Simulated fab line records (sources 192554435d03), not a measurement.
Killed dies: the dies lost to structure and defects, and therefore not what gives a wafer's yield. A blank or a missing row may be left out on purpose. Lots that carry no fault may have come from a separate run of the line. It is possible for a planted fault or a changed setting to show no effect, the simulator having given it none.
A lot that was struck, set against a sound lot -- flow n5-finfet -- 38 out of 1938 route steps
Sound: these wafers, L757.1, L757.5, L757.6. Struck: wafer L776.6; the same lot's L776.2 was not struck, so it is left out; see the end for the cause.
Per side, at each step with rows, come the tool, then ch with its chambers, and then its first start. Under that, the readings that differ: sound wafers -- struck wafers -- difference of the means -- sigmas: that difference in standard deviations of wafers without a fault.
alike: words and numbers the same on both sides, and readings whose means are apart by under 2 such deviations; not compared: readings that were withheld, readings missing a value for some wafer, numbers with overlapping values and no deviation given by the record, and bounds like >300 which may hide the same value.
The two part at a step that has a row with sigmas, a row that says differs or no value, or rows on one side only. When numbers do not overlap yet have no deviation, they are printed without sigmas and do not part them. Lack of a reading on every wafer of one side parts them only where that side has two or more wafers.

first, 12 steps without rows for these wafers: N5_SDB_ETCH_18 (etches SOC in N2/H2, target depth 100 nm, overetch 20 nm, time 150 s); N5_SDB_STRIP_19 (strips in N2/H2); N5_SDB_STRIP_21 (strips in CF4); N5_SDB_HM_OPEN_20 (chemistry CH3F/O2, target SiNx, stops on poly-Si, target depth 24 nm); N5_SDB_STRIP_22 (strips in N2/H2); N5_SDB_PRECLEAN_23 (cleans in dHF, time 30 s); N5_SDB_DUMMY_REMOVE_24 (chemistry TMAH, target poly-Si, stops on SiO2, target depth 142 nm, time 57 s, rinse time 30 s); N5_SDB_ETCH_25 (etches SiO2 in C4F6/O2, target depth 10 nm, time 3.3 s); N5_SDB_CUT_ETCH_26 (etches Si in HBr/Cl2/O2, target depth 129.6 nm, bt time 20 s, time 51.8 s); N5_SDB_PRECLEAN_38 (cleans in dHF, time 10 s); N5_SDB_PRECLEAN_39 (cleans in O3/DIW, time 45 s); N5_SDB_SRD_28 (time 30 s).
N5_SDB_ALD_29: deposits SiNx, target thk 30 nm, pulse time 1 s, ald cycles 600.
  sound on ald-sin-04 ch 0,2,3, day 3 18:02; struck on ald-sin-04 ch 1, day 8 16:43
reading,sound,struck,difference,sigmas
ald-cycles,600 600 600,373,-227,
model.SiNx_of_SDB_ALD_29.thk-nm (nm),30.4 30 30,18.8,-11.3,
  alike: heater-power-w, precursor-pulse-height-rel
then, 23 steps without rows for these wafers: N5_SDB_CMP_30 (polishes, stops on poly-Si, t overpolish 1.54 s, target thk 30 nm); N5_DUMMY_REMOVAL_HM_STRIP_01 (strips SiNx in CH3F/O2, stops on poly-Si, target depth 4 nm, time 6.8 s); N5_DUMMY_REMOVAL_STRIP_10 (strips in N2/H2, time 40 s); N5_DUMMY_REMOVAL_PRECLEAN_07 (cleans in dHF, time 30 s); N5_DUMMY_REMOVAL_DUMMY_REMOVE_02 (chemistry TMAH, target poly-Si, stops on SiO2, target depth 142 nm, time 57 s, rinse time 30 s); N5_DUMMY_REMOVAL_PRECLEAN_08 (cleans in NF3:NH3, afs cycles 2, time 20 s, sublimation time 60 s); N5_DUMMY_REMOVAL_PRECLEAN_04 (cleans in DHF, time 37 s); N5_DUMMY_REMOVAL_SRD_05 (time 30 s); N5_HKMG_FIN_IL_REGROW_00 (material SiO2, chemistry O3, target thk 0.75 nm, time 30 s); N5_HKMG_FIN_HK_ALD_01 (deposits HfO2, target thk 1.6 nm, pulse time 3 s, purge time 3 s); N5_HKMG_FIN_HK_ANNEAL_02 (time 30 s); N5_HKMG_FIN_ALD_74 (deposits La2O3, target thk 0.5 nm, pulse time 6 s, co reactant pulse time 1 s); N5_HKMG_FIN_ALD_75 (deposits Al2O3, target thk 1 nm, co reactant pulse time 1 s); N5_HKMG_FIN_COAT_41 (time 60 s, resist thk 300 nm); N5_HKMG_FIN_COAT_42 (time 60 s, resist thk 35 nm); N5_HKMG_FIN_COAT_43 (resist thk 90 nm); N5_HKMG_FIN_EBR_45; N5_HKMG_FIN_SOFTBAKE_44 (time 60 s); N5_HKMG_FIN_EXPOSE_46 (exposes mask NDIPOLE); N5_HKMG_FIN_PEB_47 (peb time 60 s); N5_HKMG_FIN_DEVELOP_48 (develop time 30 s); N5_HKMG_FIN_DESCUM_53 (chemistry O2, time 7.9 s); N5_HKMG_FIN_ETCH_54 (etches SiARC in CF4, target depth 45.5 nm, time 75.8 s).
N5_GATE_CUT_ETCH_58: etches SiNx in CH3F/O2, target depth 17 nm, time 128.6 s.
  sound on rie-diel-01 ch 0,1, day 4 07:10; struck on rie-diel-05 ch 0, day 9 04:26
reading,sound,struck,difference,sigmas
model.SiNx_of_SDB_ALD_29.thk-nm (nm),24.8 24.6 24.6,15.4,-9.3,
  alike: drypump-motor-current-A, oes-product-au, rf-vpp-V, showerhead-plenum-p-Torr, throttle-valve-pct
  not compared: rf-hours-counter-h
-- the record jumps here: 4 days lie between the struck wafers' starts before and after (it left off in module GATE_CUT and takes up again in module BEOL_M4, whose first step shown is number 1111 of the route) --
N5_BEOL_M4_RC_MEAS_101:
  sound on prober-02 ch 0, day 7 19:55; struck on prober-01 ch 0, day 13 10:06
  alike: DIBL_N, DIBL_P, IOFF_N, IOFF_P, ION_N, ION_P, SS_N, SS_P, VT_N, VT_P

== WHERE THEY PART ==
Nowhere in this record.

WHY: what the simulator had put in
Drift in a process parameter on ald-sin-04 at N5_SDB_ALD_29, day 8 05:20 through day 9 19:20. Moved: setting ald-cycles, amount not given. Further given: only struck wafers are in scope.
